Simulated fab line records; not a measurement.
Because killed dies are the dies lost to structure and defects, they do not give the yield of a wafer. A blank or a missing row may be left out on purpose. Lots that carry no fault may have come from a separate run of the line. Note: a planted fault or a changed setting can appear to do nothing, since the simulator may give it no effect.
fab line records	flow nand-harc
record: lots: 13	wafers: 39	last-day: 33
route steps=1302 shown P_GATE@190 P_CONTACT@233 END@1302
lots with no fault: from the same line, run without faults
start-h: the number of hours between the record's first day and the start of the first shown wafer of the lot	wait-h: hours elapsed since this lot's preceding step	" same as the row above	L1.1+2: one row covering several wafers at once	- no value present, or no start provided	* or withheld: withheld	< > ~ a bound
route shown NAME@n: a module of which the file shows steps, and the number in the route of the first	usual: average and standard deviation across the fault-free wafers	same: alike in all rows	chamber/n: place in a boat	sites: per-site readings	_std_site: the values' standard deviation	_edge_site: inner sites' mean taken away from outer sites' mean	radius-mm: for every site, how far away it sits from the centre of the wafer	mask NAME#n: copy n	behind: the last tool/chamber to shape the wafer	hold: reason for holding the lot/hours on hold/outcome of the hold	device: transistor that didn't switch, given as n, p or np	end of line: the same wafers' tests at the end of the route	a step without rows: its recipe alone	killed: at the first sort, the dies lost to defects and structure; wafer yield is something else	map: shows each die of a wafer: x if killed, . if not, _ if none is there
set.NAME: the setting as run; set.NAME@STEP: as run at that earlier step	model.NAME: the simulator's own value behind a step, which no gauge read
one table for each step of the route and one row for each wafer, over a sample of lots
services: the hour from which a tool's chamber was out of use, counted from the record's first day as start-h (under 0 if before that day), plus the number of hours and why
== steps ==
step: NHARC_P_GATE_STRIP_76
recipe: power-w: 1500	temp-c: 250	chemistry: O2
usual: drypump-motor-current-A: 5.5/0.66	heater-power-w: 338/26	temp-c: 250.00/0.17
lot.wafer	tool	chamber	start-h	wait-h	drypump-motor-current-A	heater-power-w	rf-hours-counter-h	temp-c
L285.4	plasma-asher-02	1	121.63	0.2	5.0	373	-	250.07
L285.3	"	0	"	"	4.9	325	-	249.57
L285.5	"	0	"	"	5.0	320	-	250.05
L286.3	plasma-asher-02	1	134.55	0.1	5.0	389	-	249.77
L286.5	"	0	"	"	4.9	318	-	249.94
L286.6	"	1	"	"	5.0	387	-	249.64
L288.3	plasma-asher-01	1	147.76	0.2	6.6	333	-	249.80
L288.4	"	0	"	"	5.4	336	-	250.21
L288.6	"	1	"	"	6.5	339	-	250.00
L287.2	plasma-asher-02	1	148.19	0.2	5.0	381	13	249.92
L287.4	"	0	"	"	4.9	314	-	249.77
L287.3	"	1	"	"	5.0	386	-	249.79
L289.3	plasma-asher-01	1	164.03	0.2	6.6	329	-	249.97
L289.4	"	0	"	"	5.4	323	-	249.91
L289.5	"	1	"	"	6.6	339	-	250.04
L298.2	plasma-asher-02	0	258.33	0.2	4.9	304	0	250.03
L298.3	"	0	"	"	4.9	314	-	250.02
L298.6	"	1	"	"	5.0	374	-	249.97
L299.2	plasma-asher-01	1	259.85	0.2	6.6	333	18	249.96
L299.3	"	1	"	"	6.6	328	-	250.00
L299.6	"	0	"	"	5.3	326	-	249.93
L301.1	plasma-asher-01	1	283.16	0.2	6.6	333	25	250.06
L301.3	"	1	"	"	6.6	334	-	249.80
L301.6	"	1	"	"	6.6	332	-	249.74
L303.1	plasma-asher-02	0	301.94	0.2	4.9	307	6	249.91
L303.4	"	0	"	"	4.9	305	-	249.87
L303.5	"	1	"	"	5.0	381	-	249.99
L304.1	plasma-asher-02	1	309.07	0.2	5.0	381	7	249.79
L304.4	"	0	"	"	4.9	315	-	250.22
L304.6	"	1	"	"	5.0	387	-	249.59
L305.1	plasma-asher-01	1	320.38	0.2	6.6	329	31	250.24
L305.3	"	1	"	"	6.6	316	-	249.91
L305.5	"	0	"	"	5.4	312	-	250.04
L306.3	plasma-asher-02	1	327.91	0.2	5.0	376	-	249.88
L306.4	"	0	"	"	4.9	308	-	249.90
L306.5	"	1	"	"	5.0	381	-	249.73
L307.1	plasma-asher-01	0	341.53	0.2	5.4	327	36	249.71
L307.4	"	0	"	"	5.4	324	-	249.99
L307.5	"	0	"	"	5.4	325	-	249.75
step: NHARC_P_GATE_DESCUM_93
recipe: time-s: 3	o2-flow-sccm: 200	ar-flow-sccm: 0	bias-power-w: 0	chemistry: O2
usual: drypump-motor-current-A: 6.0/0.49	oes-product-au: 1.000/0.0071	rf-vpp-V: 57.9/0.92	showerhead-plenum-p-Torr: 1.93/0.074	throttle-valve-pct: 11.311/0.0085
lot.wafer	tool	chamber	start-h	wait-h	drypump-motor-current-A	oes-product-au	rf-hours-counter-h	rf-vpp-V	showerhead-plenum-p-Torr	throttle-valve-pct
L285.3	rie-diel-03	1	122.69	-	6.7	1.012	1.0	57.2	1.92	11.318
L285.4	"	2	"	"	5.6	1.016	-	57.6	1.81	11.309
L285.5	"	0	"	"	6.0	1.004	-	58.6	1.90	11.323
L286.3	rie-diel-03	3	135.61	-	6.0	1.000	0.1	57.3	1.80	11.305
L286.5	"	2	"	"	5.6	0.999	-	57.3	1.81	11.305
L286.6	"	3	"	"	6.0	1.001	-	58.0	1.80	11.318
L288.3	rie-diel-03	0	148.71	-	6.0	1.010	2.9	56.3	1.90	11.310
L288.4	"	1	"	"	6.7	1.006	3.3	57.2	1.92	11.301
L288.6	"	0	"	"	6.0	1.002	-	55.9	1.90	11.333
L287.2	rie-diel-07	1	149.14	-	6.5	1.010	1.8	59.3	2.03	11.295
L287.4	"	2	"	"	5.7	1.003	1.3	58.6	1.96	11.308
L287.3	"	3	"	"	5.9	0.996	1.1	57.3	1.95	11.317
L289.3	rie-diel-03	2	164.96	-	5.7	0.998	5.3	56.6	1.81	11.314
L289.4	"	0	"	"	6.0	0.990	4.9	57.1	1.90	11.311
L289.5	"	3	"	"	6.0	1.004	-	58.2	1.80	11.313
L298.3	rie-diel-03	2	259.41	-	5.6	1.001	10.9	57.3	1.80	11.294
L298.2	"	0	"	"	6.0	0.999	10.3	58.3	1.90	11.315
L298.6	"	3	"	"	6.0	1.002	-	58.2	1.80	11.317
L299.2	rie-diel-07	3	260.92	-	5.9	1.002	5.1	59.3	1.95	11.296
L299.3	"	2	"	"	5.7	0.996	5.9	56.7	1.96	11.322
L299.6	"	0	"	"	6.4	0.998	-	56.8	2.01	11.314
L301.3	rie-diel-07	3	284.23	-	5.9	0.996	5.8	57.4	1.95	11.300
L301.1	"	0	"	"	6.4	1.008	8.0	58.9	2.01	11.318
L301.6	"	3	"	"	5.9	1.002	-	56.4	1.95	11.310
L303.4	rie-diel-12	3	303.00	-	5.9	1.006	1.6	58.1	1.91	11.311
L303.1	"	1	"	"	6.2	1.004	2.0	57.8	1.95	11.326
L303.5	"	3	"	"	5.9	0.997	-	57.2	1.91	11.303
L304.1	rie-diel-03	0	310.03	-	6.0	1.006	0.9	57.9	1.90	11.310
L304.4	"	2	"	"	5.6	0.987	1.0	57.0	1.80	11.299
L304.6	"	0	"	"	6.0	1.001	-	58.9	1.90	11.307
L305.3	rie-diel-07	2	321.47	-	5.7	1.005	0.5	58.5	1.96	11.313
L305.1	"	3	"	"	5.9	1.001	1.5	59.3	1.95	11.309
L305.5	"	2	"	"	5.7	0.998	-	57.0	1.96	11.303
L306.3	rie-diel-07	3	328.97	-	5.9	1.000	2.6	57.2	1.94	11.311
L306.5	"	3	"	"	5.9	0.992	-	58.0	1.94	11.306
L306.4	"	0	"	"	6.4	0.989	-	57.6	2.01	11.309
L307.4	rie-diel-12	3	342.63	-	5.9	0.998	4.6	58.4	1.91	11.312
L307.1	"	0	"	"	4.8	1.005	5.3	58.2	1.89	11.323
L307.5	"	1	"	"	6.2	1.009	-	58.2	1.95	11.311
step: NHARC_P_GATE_STRIP_67
recipe: time-s: 600	temp-c: 130	chemistry: SPM
usual: bath-guard-temp-C: 130.2/0.48	temp-c: 130.00/0.15
lot.wafer	tool	chamber	start-h	wait-h	bath-guard-temp-C	temp-c
L285.3	wet-bench-02	4	125.16	0.1	129.9	130.06
L285.4	"	6	"	"	129.6	130.07
L285.5	"	7	"	"	129.2	130.13
L286.3	wet-bench-02	0	138.17	0.1	129.7	130.15
L286.5	"	3	"	"	130.3	130.00
L286.6	"	4	"	"	130.2	129.85
L288.4	wet-bench-02	0	151.22	0.1	130.0	129.89
L288.6	"	1	"	"	130.9	129.98
L288.3	"	2	"	"	130.6	130.26
L287.3	wet-bench-02	0	151.62	0.1	124.3	124.35
L287.2	"	2	"	"	125.1	124.17
L287.4	"	5	"	"	124.3	124.00
L289.4	wet-bench-02	1	167.42	0.1	125.2	124.23
L289.5	"	4	"	"	124.2	124.53
L289.3	"	5	"	"	124.5	124.11
L298.2	wet-bench-01	5	262.02	0.1	130.2	129.75
L298.6	"	7	"	"	130.1	129.87
L298.3	"	2	"	"	130.7	130.16
L299.3	wet-bench-02	5	263.48	0.1	130.1	130.00
L299.6	"	0	"	"	129.8	130.13
L299.2	"	2	"	"	131.1	130.22
L301.1	wet-bench-02	0	286.70	0.2	129.9	130.06
L301.6	"	1	"	"	131.2	130.04
L301.3	"	3	"	"	130.1	129.98
L303.1	wet-bench-01	4	305.45	0.2	130.7	130.13
L303.4	"	5	"	"	130.3	130.06
L303.5	"	1	"	"	130.4	129.90
L304.4	wet-bench-01	4	312.49	0.1	131.2	130.04
L304.6	"	5	"	"	130.4	130.17
L304.1	"	6	"	"	130.0	129.89
L305.5	wet-bench-02	1	323.91	0.1	130.9	129.97
L305.1	"	3	"	"	130.4	130.01
L305.3	"	6	"	"	130.0	130.12
L306.3	wet-bench-04	6	331.47	0.1	129.7	129.99
L306.4	"	0	"	"	130.1	129.73
L306.5	"	1	"	"	130.4	129.76
L307.1	wet-bench-02	2	345.08	0.2	131.0	129.90
L307.5	"	4	"	"	129.9	130.09
L307.4	"	6	"	"	130.1	130.37
step: NHARC_P_CONTACT_OVL_MEAS_13
usual: overlay-x-nm: -0.1/0.89	overlay-y-nm: 0.1/0.61
lot.wafer	tool	chamber	start-h	wait-h	overlay-x-nm	overlay-y-nm
L285.3	overlay-01	-	127.30	-	-0.5	0.6
L285.4	"	-	"	"	-0.4	0.3
L285.5	"	-	"	"	-0.2	1.0
L286.3	overlay-01	-	140.31	-	-0.4	-1.2
L286.5	"	-	"	"	-0.8	-0.4
L286.6	"	-	"	"	-1.2	-0.7
L288.3	overlay-02	-	153.35	-	0.6	0.0
L288.4	"	-	"	"	-0.4	-0.8
L288.6	"	-	"	"	-0.1	-0.5
L287.2	overlay-02	-	153.85	-	-0.3	-0.4
L287.3	"	-	"	"	-0.9	-0.8
L287.4	"	-	"	"	-0.6	-0.3
L289.3	overlay-01	-	169.57	-	0.2	-0.8
L289.4	"	-	"	"	0.4	-0.7
L289.5	"	-	"	"	0.1	-0.9
L298.2	overlay-01	-	264.04	-	1.2	0.8
L298.3	"	-	"	"	1.1	1.1
L298.6	"	-	"	"	0.7	1.1
L299.2	overlay-01	-	265.63	-	0.0	-0.1
L299.3	"	-	"	"	0.1	-0.1
L299.6	"	-	"	"	-0.2	-0.2
L301.1	overlay-02	-	288.95	-	0.1	0.5
L301.3	"	-	"	"	0.4	0.8
L301.6	"	-	"	"	0.4	0.2
L303.1	overlay-01	-	307.48	-	-2.2	0.6
L303.4	"	-	"	"	-2.3	0.5
L303.5	"	-	"	"	-2.1	0.0
L304.1	overlay-01	-	314.68	-	0.5	-0.3
L304.4	"	-	"	"	0.0	0.0
L304.6	"	-	"	"	0.4	-0.2
L305.1	overlay-02	-	326.07	-	-0.3	0.0
L305.3	"	-	"	"	-1.0	0.2
L305.5	"	-	"	"	-0.1	0.1
L306.3	overlay-01	-	333.61	-	-1.6	-0.2
L306.4	"	-	"	"	-1.1	-0.2
L306.5	"	-	"	"	-1.5	-0.7
L307.1	overlay-01	-	347.10	-	-0.9	-0.1
L307.4	"	-	"	"	-0.5	-0.2
L307.5	"	-	"	"	-0.7	-0.7
step: NHARC_END_SORT_01
recipe: temp-c: 25
usual: killed-at-array: 54/20	killed-at-other: 0.9/1.1	killed-at-periphery: 3.8/2.4	killed-dies: 58/20	killed-open: 3.5/1.9	killed-short: 2.5/1.6
same: gross-dies: 677
lot.wafer	tool	chamber	start-h	wait-h	killed-at-array	killed-at-other	killed-at-periphery	killed-dies	killed-open	killed-short
L285.3	prober-02	0	577.87	3.1	84	1	5	90	1	0
L285.4	prober-02	0	578.68	3.4	72	4	6	82	4	2
L285.5	prober-02	0	579.48	3.7	76	0	6	82	5	0
L286.3	prober-02	0	585.71	3.1	74	0	5	79	3	3
L286.5	prober-02	0	587.30	3.7	98	1	3	102	4	1
L286.6	prober-02	0	588.10	4.0	103	1	4	108	1	3
L287.2	prober-01	0	617.93	2.8	35	0	2	37	5	2
L287.3	prober-01	0	618.72	3.1	17	0	3	20	4	4
L287.4	prober-01	0	619.51	3.4	26	1	3	30	5	1
L289.3	prober-01	0	626.50	3.1	47	0	5	52	0	5
L289.4	prober-01	0	627.30	3.4	82	1	3	86	3	4
L289.5	prober-01	0	628.09	3.7	64	1	4	69	6	3
L288.3	prober-02	0	626.68	3.1	73	0	5	78	2	4
L288.4	prober-02	0	627.49	3.4	78	2	4	84	3	3
L288.6	prober-02	0	629.12	4.1	69	0	4	73	4	3
L298.2	prober-01	0	698.75	2.8	59	0	4	63	3	1
L298.3	prober-01	0	699.54	3.1	70	2	2	74	2	2
L298.6	prober-01	0	701.92	4.0	91	3	4	98	4	2
L299.2	prober-01	0	706.53	2.8	18	3	4	25	6	2
L299.3	prober-01	0	707.35	3.1	21	0	3	24	3	0
L299.6	prober-01	0	709.79	4.1	31	2	3	36	4	3
L301.1	prober-01	0	749.60	2.5	53	0	4	57	2	6
L301.3	prober-01	0	751.20	3.1	29	0	6	35	2	1
L301.6	prober-01	0	753.59	4.0	31	2	3	36	2	6
L303.1	prober-02	0	764.99	2.5	43	2	8	53	3	5
L303.4	prober-02	0	767.45	3.5	50	2	3	55	0	1
L303.5	prober-02	0	768.27	3.8	40	1	6	47	4	2
L305.1	prober-01	0	770.68	2.5	27	4	3	34	4	4
L305.3	prober-01	0	772.26	3.1	38	4	2	44	2	3
L305.5	prober-01	0	773.84	3.7	29	5	0	34	3	1
L304.1	prober-02	0	777.17	2.5	65	1	2	68	4	1
L304.4	prober-02	0	779.58	3.4	62	0	1	63	5	6
L304.6	prober-02	0	781.19	4.0	58	0	2	60	3	3
L306.3	prober-01	0	781.65	3.1	67	1	4	72	6	5
L306.4	prober-01	0	782.46	3.5	34	1	1	36	0	3
L306.5	prober-01	0	783.28	3.8	32	0	1	33	1	0
L307.1	prober-01	0	797.23	2.5	68	3	2	73	4	0
L307.4	prober-01	0	799.60	3.4	59	1	1	61	7	0
L307.5	prober-01	0	800.38	3.7	75	1	1	77	2	1
killed by level:class
L285.3 A_CHANNEL_HOLE_D2:chamber-film-flake=40 A_SLIT:chamber-film-flake=23 A_STAIRCASE:chamber-film-flake=5 P_GATE:chamber-film-flake=4 A_M1:chamber-film-flake=4 A_CHANNEL_HOLE_D1:chamber-film-flake=3 A_SGD_CUT:chamber-film-flake=3 A_CONTACT:chamber-film-flake=3
L285.4 A_CHANNEL_HOLE_D2:chamber-film-flake=33 A_SLIT:chamber-film-flake=10 A_M1:chamber-film-flake=8 A_SGD_CUT:chamber-film-flake=6 A_CONTACT:chamber-film-flake=5 P_GATE:chamber-film-flake=4 THIN_TSV:chamber-film-flake=4 A_CHANNEL_HOLE_D1:chamber-film-flake=3
L285.5 A_CHANNEL_HOLE_D2:chamber-film-flake=39 A_SLIT:chamber-film-flake=16 A_M1:chamber-film-flake=5 A_STAIRCASE:chamber-film-flake=4 A_SGD_CUT:chamber-film-flake=3 A_CONTACT:chamber-film-flake=3 A_SOURCE_PLATE:geometric-particle:open=2 P_ZERO_WELL:chamber-film-flake=2
L286.3 A_SLIT:chamber-film-flake=27 A_CHANNEL_HOLE_D1:chamber-film-flake=17 A_CHANNEL_HOLE_D2:chamber-film-flake=15 A_CONTACT:chamber-film-flake=4 P_GATE:chamber-film-flake=3 A_STAIRCASE:chamber-film-flake=3 P_M0:geometric-particle:open=1 A_SOURCE_PLATE:geometric-particle:open=1
L286.5 A_CHANNEL_HOLE_D1:chamber-film-flake=33 A_CHANNEL_HOLE_D2:chamber-film-flake=30 A_SLIT:chamber-film-flake=11 A_CONTACT:chamber-film-flake=7 A_CHANNEL_FILL_D2:chamber-film-flake=5 A_STAIRCASE:chamber-film-flake=4 P_ZERO_WELL:chamber-film-flake=2 A_WL_FILL:chamber-film-flake=2
L286.6 A_CHANNEL_HOLE_D2:chamber-film-flake=33 A_CHANNEL_HOLE_D1:chamber-film-flake=30 A_SLIT:chamber-film-flake=29 A_CONTACT:chamber-film-flake=5 P_GATE:chamber-film-flake=3 A_CHANNEL_FILL_D2:chamber-film-flake=2 P_M1:geometric-particle:short=1 A_SOURCE_PLATE:geometric-particle:short=1
L287.2 A_CHANNEL_HOLE_D2:chamber-film-flake=10 A_CONTACT:chamber-film-flake=8 A_STAIRCASE:chamber-film-flake=7 A_CHANNEL_HOLE_D1:chamber-film-flake=2 P_STI:geometric-particle:short=1 A_CHANNEL_HOLE_D1:geometric-particle:open=1 A_CHANNEL_FILL_D1:geometric-particle:open=1 A_DECK1_JOINT:geometric-particle:open=1
L287.3 A_CHANNEL_HOLE_D1:chamber-film-flake=4 A_CONTACT:chamber-film-flake=4 A_CHANNEL_HOLE_D2:chamber-film-flake=2 P_GATE:geometric-particle:short=1 P_CONTACT:geometric-particle:open=1 A_CHANNEL_HOLE_D1:geometric-particle:open=1 A_ONON_D2:geometric-particle:short=1 A_ONON_D2:geometric-particle:open=1
L287.4 A_CHANNEL_HOLE_D2:chamber-film-flake=7 A_CONTACT:chamber-film-flake=6 A_STAIRCASE:chamber-film-flake=4 A_M0:geometric-particle:open=2 A_SLIT:chamber-film-flake=2 P_GATE:geometric-particle:open=1 P_CONTACT:geometric-particle:open=1 A_ONON_D1:geometric-particle:short=1
L289.3 A_CHANNEL_HOLE_D2:chamber-film-flake=26 A_SLIT:chamber-film-flake=10 A_CHANNEL_FILL_D1:geometric-particle:short=4 P_BONDPAD:chamber-film-flake=3 A_CHANNEL_HOLE_D1:chamber-film-flake=3 A_CONTACT:chamber-film-flake=2 A_M0:geometric-particle:short=1 P_STI:chamber-film-flake=1
L288.3 A_CHANNEL_HOLE_D1:chamber-film-flake=26 A_CHANNEL_HOLE_D2:chamber-film-flake=22 A_SLIT:chamber-film-flake=11 A_STAIRCASE:chamber-film-flake=5 A_WL_FILL:chamber-film-flake=4 P_M0:geometric-particle:short=2 A_CHANNEL_HOLE_D2:geometric-particle:short=2 P_GATE:geometric-particle:open=1
L289.4 A_CHANNEL_HOLE_D2:chamber-film-flake=39 A_SLIT:chamber-film-flake=32 A_CONTACT:chamber-film-flake=2 P_CONTACT:geometric-particle:open=1 A_CHANNEL_FILL_D1:geometric-particle:short=1 A_DECK1_JOINT:geometric-particle:short=1 A_SGD_CUT:geometric-particle:short=1 A_BLC:geometric-particle:open=1
L288.4 A_SLIT:chamber-film-flake=31 A_CHANNEL_HOLE_D2:chamber-film-flake=17 A_CHANNEL_HOLE_D1:chamber-film-flake=13 A_STAIRCASE:chamber-film-flake=8 P_ZERO_WELL:chamber-film-flake=2 A_ZERO_WELL:chamber-film-flake=2 THIN_TSV:chamber-film-flake=2 P_M0:geometric-particle:short=1
L289.5 A_SLIT:chamber-film-flake=29 A_CHANNEL_HOLE_D2:chamber-film-flake=25 A_STAIRCASE:chamber-film-flake=3 P_M1:geometric-particle:open=2 A_CHANNEL_FILL_D1:geometric-particle:open=2 P_CONTACT:geometric-particle:short=1 P_M1:geometric-particle:short=1 A_ONON_D1:geometric-particle:open=1
L288.6 A_CHANNEL_HOLE_D2:chamber-film-flake=18 A_CHANNEL_HOLE_D1:chamber-film-flake=14 A_SLIT:chamber-film-flake=13 A_STAIRCASE:chamber-film-flake=7 A_ZERO_WELL:chamber-film-flake=4 A_CHANNEL_FILL_D2:chamber-film-flake=3 P_ZERO_WELL:chamber-film-flake=2 A_WL_FILL:chamber-film-flake=2
L298.2 A_CHANNEL_HOLE_D1:chamber-film-flake=27 A_CONTACT:chamber-film-flake=8 A_SLIT:chamber-film-flake=7 A_STAIRCASE:chamber-film-flake=6 A_CHANNEL_HOLE_D2:chamber-film-flake=5 P_GATE:chamber-film-flake=2 A_M0:chamber-film-flake=2 P_STI:geometric-particle:open=1
L298.3 A_CHANNEL_HOLE_D1:chamber-film-flake=41 A_SLIT:chamber-film-flake=12 A_STAIRCASE:chamber-film-flake=7 A_CHANNEL_HOLE_D2:chamber-film-flake=3 THIN_TSV:chamber-film-flake=2 P_STI:geometric-particle:short=1 A_CHANNEL_FILL_D1:geometric-particle:open=1 A_CHANNEL_HOLE_D2:geometric-particle:short=1
L298.6 A_CHANNEL_HOLE_D1:chamber-film-flake=37 A_SLIT:chamber-film-flake=33 A_CHANNEL_HOLE_D2:chamber-film-flake=6 A_CONTACT:chamber-film-flake=4 A_M0:chamber-film-flake=3 THIN_TSV:chamber-film-flake=3 A_STAIRCASE:chamber-film-flake=2 P_CONTACT:geometric-particle:open=1
L299.2 A_CHANNEL_HOLE_D1:chamber-film-flake=4 A_STAIRCASE:chamber-film-flake=3 A_CONTACT:chamber-film-flake=3 A_CHANNEL_FILL_D2:geometric-particle:open=2 P_BONDPAD:chamber-film-flake=2 A_SLIT:chamber-film-flake=2 THIN_TSV:chamber-film-flake=2 P_STI:geometric-particle:open=1
L299.3 A_CHANNEL_HOLE_D1:chamber-film-flake=10 A_STAIRCASE:chamber-film-flake=3 A_CONTACT:chamber-film-flake=3 A_ONON_D1:geometric-particle:open=2 A_WL_FILL:chamber-film-flake=2 A_BLC:geometric-particle:open=1 P_ZERO_WELL:chamber-film-flake=1 P_GATE:chamber-film-flake=1
L299.6 A_CHANNEL_HOLE_D1:chamber-film-flake=12 A_CONTACT:chamber-film-flake=6 A_SLIT:chamber-film-flake=5 THIN_TSV:chamber-film-flake=2 P_STI:geometric-particle:open=1 P_M0:geometric-particle:open=1 A_CHANNEL_HOLE_D1:geometric-particle:short=1 A_DECK1_JOINT:geometric-particle:short=1
L301.1 A_SLIT:chamber-film-flake=26 A_CHANNEL_HOLE_D1:chamber-film-flake=12 A_STAIRCASE:chamber-film-flake=7 P_M0:geometric-particle:short=2 A_ONON_D1:geometric-particle:short=2 A_CHANNEL_FILL_D1:chamber-film-flake=2 P_CONTACT:geometric-particle:open=1 A_DECK1_JOINT:geometric-particle:short=1
L301.3 A_SLIT:chamber-film-flake=12 A_STAIRCASE:chamber-film-flake=7 A_CHANNEL_HOLE_D1:chamber-film-flake=4 P_ZERO_WELL:chamber-film-flake=2 P_M2:chamber-film-flake=2 A_CHANNEL_FILL_D1:chamber-film-flake=2 P_M2:geometric-particle:short=1 A_M0:geometric-particle:open=1
L301.6 A_SLIT:chamber-film-flake=15 A_STAIRCASE:chamber-film-flake=5 P_GATE:chamber-film-flake=2 A_CHANNEL_HOLE_D1:chamber-film-flake=2 THIN_TSV:chamber-film-flake=2 P_M1:geometric-particle:short=1 A_CHANNEL_FILL_D1:geometric-particle:short=1 A_ONON_D2:geometric-particle:open=1
L303.1 A_SLIT:chamber-film-flake=14 A_CHANNEL_HOLE_D1:chamber-film-flake=10 A_CONTACT:chamber-film-flake=10 P_M2:chamber-film-flake=3 A_DECK1_JOINT:chamber-film-flake=3 P_ZERO_WELL:chamber-film-flake=2 A_STAIRCASE:chamber-film-flake=2 P_STI:geometric-particle:short=1
L303.4 A_CHANNEL_HOLE_D1:chamber-film-flake=16 A_SLIT:chamber-film-flake=14 A_CONTACT:chamber-film-flake=8 A_WL_FILL:chamber-film-flake=5 P_M2:chamber-film-flake=3 A_STAIRCASE:chamber-film-flake=3 THIN_TSV:chamber-film-flake=2 A_M0:geometric-particle:short=1
L303.5 A_CHANNEL_HOLE_D1:chamber-film-flake=15 A_SLIT:chamber-film-flake=12 A_WL_FILL:chamber-film-flake=4 A_CONTACT:chamber-film-flake=3 P_ZERO_WELL:chamber-film-flake=2 P_M2:chamber-film-flake=2 A_STAIRCASE:chamber-film-flake=2 P_CONTACT:geometric-particle:open=1
L305.1 A_CHANNEL_HOLE_D2:chamber-film-flake=13 A_SLIT:chamber-film-flake=6 THIN_TSV:chamber-film-flake=4 P_CONTACT:geometric-particle:open=1 P_M0:geometric-particle:short=1 P_M1:geometric-particle:open=1 A_ONON_D1:geometric-particle:open=1 A_CHANNEL_HOLE_D1:geometric-particle:short=1
L305.3 A_CHANNEL_HOLE_D1:chamber-film-flake=12 A_CHANNEL_HOLE_D2:chamber-film-flake=11 A_CONTACT:chamber-film-flake=4 A_STAIRCASE:chamber-film-flake=3 A_SLIT:chamber-film-flake=3 THIN_TSV:chamber-film-flake=3 A_CHANNEL_FILL_D1:chamber-film-flake=2 P_M1:geometric-particle:short=1
L305.5 A_CHANNEL_HOLE_D2:chamber-film-flake=10 THIN_TSV:chamber-film-flake=5 A_SLIT:chamber-film-flake=4 A_CONTACT:chamber-film-flake=3 A_CHANNEL_HOLE_D1:chamber-film-flake=2 A_DECK1_JOINT:chamber-film-flake=2 A_STAIRCASE:chamber-film-flake=2 A_ONON_D1:geometric-particle:open=1
L304.1 A_SLIT:chamber-film-flake=36 A_CHANNEL_HOLE_D1:chamber-film-flake=11 A_CONTACT:chamber-film-flake=6 A_BLC:chamber-film-flake=4 A_STAIRCASE:chamber-film-flake=2 P_CONTACT:geometric-particle:open=1 A_ONON_D1:geometric-particle:open=1 A_ONON_D2:geometric-particle:open=1
L304.4 A_SLIT:chamber-film-flake=30 A_CHANNEL_HOLE_D1:chamber-film-flake=10 A_BLC:chamber-film-flake=7 A_CONTACT:chamber-film-flake=5 A_WL_FILL:geometric-particle:short=2 P_M1:geometric-particle:open=1 A_SOURCE_PLATE:geometric-particle:open=1 A_ONON_D1:geometric-particle:open=1
L304.6 A_SLIT:chamber-film-flake=30 A_CHANNEL_HOLE_D1:chamber-film-flake=7 A_BLC:chamber-film-flake=6 A_CONTACT:chamber-film-flake=4 A_STAIRCASE:chamber-film-flake=2 P_GATE:geometric-particle:open=1 A_ONON_D1:geometric-particle:short=1 A_CHANNEL_FILL_D1:geometric-particle:short=1
L306.3 A_SLIT:chamber-film-flake=38 A_STAIRCASE:chamber-film-flake=9 A_CONTACT:chamber-film-flake=7 A_BLC:chamber-film-flake=3 A_DECK1_JOINT:geometric-particle:open=2 P_GATE:chamber-film-flake=2 P_GATE:geometric-particle:open=1 A_ONON_D1:geometric-particle:short=1
L306.4 A_STAIRCASE:chamber-film-flake=12 A_SLIT:chamber-film-flake=11 A_CONTACT:chamber-film-flake=4 A_BLC:chamber-film-flake=2 A_ONON_D1:geometric-particle:short=1 A_ONON_D2:geometric-particle:short=1 A_SGD_CUT:geometric-particle:short=1 P_ZERO_WELL:chamber-film-flake=1
L306.5 A_SLIT:chamber-film-flake=14 A_STAIRCASE:chamber-film-flake=8 A_CONTACT:chamber-film-flake=7 A_BLC:chamber-film-flake=2 P_GATE:geometric-particle:open=1 A_CHANNEL_HOLE_D1:chamber-film-flake=1
L307.1 A_SLIT:chamber-film-flake=36 A_CONTACT:chamber-film-flake=12 A_CHANNEL_HOLE_D1:chamber-film-flake=7 A_CHANNEL_HOLE_D2:chamber-film-flake=6 A_STAIRCASE:chamber-film-flake=3 THIN_TSV:chamber-film-flake=3 P_CONTACT:geometric-particle:open=1 A_ONON_D2:geometric-particle:open=1
L307.4 A_CHANNEL_HOLE_D1:chamber-film-flake=26 A_SLIT:chamber-film-flake=13 A_CONTACT:chamber-film-flake=7 A_CHANNEL_HOLE_D2:chamber-film-flake=3 A_CHANNEL_FILL_D2:geometric-particle:open=2 A_ZERO_WELL:chamber-film-flake=2 A_CHANNEL_FILL_D1:geometric-particle:open=1 A_ONON_D2:geometric-particle:open=1
L307.5 A_SLIT:chamber-film-flake=37 A_CONTACT:chamber-film-flake=16 A_CHANNEL_HOLE_D1:chamber-film-flake=10 A_CHANNEL_HOLE_D2:chamber-film-flake=6 A_CHANNEL_HOLE_D1:geometric-particle:short=1 A_DECK1_JOINT:geometric-particle:open=1 A_CHANNEL_FILL_D2:geometric-particle:open=1 P_BONDPAD:chamber-film-flake=1
== services ==
tool	chamber	start-h	hours	kind
rie-diel-07	0	101.16	8.5	repair
wet-bench-01	-	101.64	8.0	pm
rie-diel-03	-	104.30	9.0	pm
rie-diel-12	1	106.97	8.4	repair
rie-diel-07	3	110.31	12.4	repair
rie-diel-07	-	117.20	9.0	pm
rie-diel-03	3	130.39	3.5	repair
rie-diel-07	3	143.69	3.9	repair
rie-diel-03	1	149.36	15.5	repair
rie-diel-12	0	154.96	13.8	repair
plasma-asher-01	-	166.11	9.0	pm
rie-diel-12	1	190.87	25.7	repair
wet-bench-02	-	244.00	8.0	pm
plasma-asher-02	-	249.07	9.0	pm
wet-bench-02	-	257.79	0.5	repair
plasma-asher-02	-	271.47	13.1	repair
wet-bench-01	-	277.64	8.0	pm
rie-diel-03	-	281.30	9.0	pm
rie-diel-07	-	294.20	9.0	pm
rie-diel-07	2	306.39	11.2	repair
rie-diel-03	1	321.44	3.8	repair
rie-diel-07	2	323.13	7.8	repair
rie-diel-07	-	330.06	0.1	repair
plasma-asher-01	-	343.11	9.0	pm
== key ==
first-sign: step: NHARC_P_GATE_STRIP_67	reading: temp-c	direction: down	sigmas: 38	usual: *	struck: *
effect: step: NHARC_P_GATE_STRIP_67	reading: bath-guard-temp-C	direction: down	sigmas: 12	usual: *	struck: *
met-at NHARC_P_GATE_STRIP_67
struck-lots L287,L289
tester-left-out L287,L289
not-acting-at NHARC_P_GATE_STRIP_76,NHARC_P_GATE_DESCUM_93,NHARC_P_CONTACT_OVL_MEAS_13
onset-between 151.22 151.62
fault: kind: process-parameter-drift	tool: wet-bench-02	chamber: -	onset-h: 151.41	steps: NHARC_P_GATE_STRIP_67	channel: temp-c	offset: *	shape: step	end-h: 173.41	acts-in: *	stated: *
tester-left-out: of these lots the tester's yield and bins aren't shown, on N5 and GAA mostly nor the transistor test; their killed dies are dies lost to structure and defects alone, not to doping, threshold or leakage, so they don't give the yield
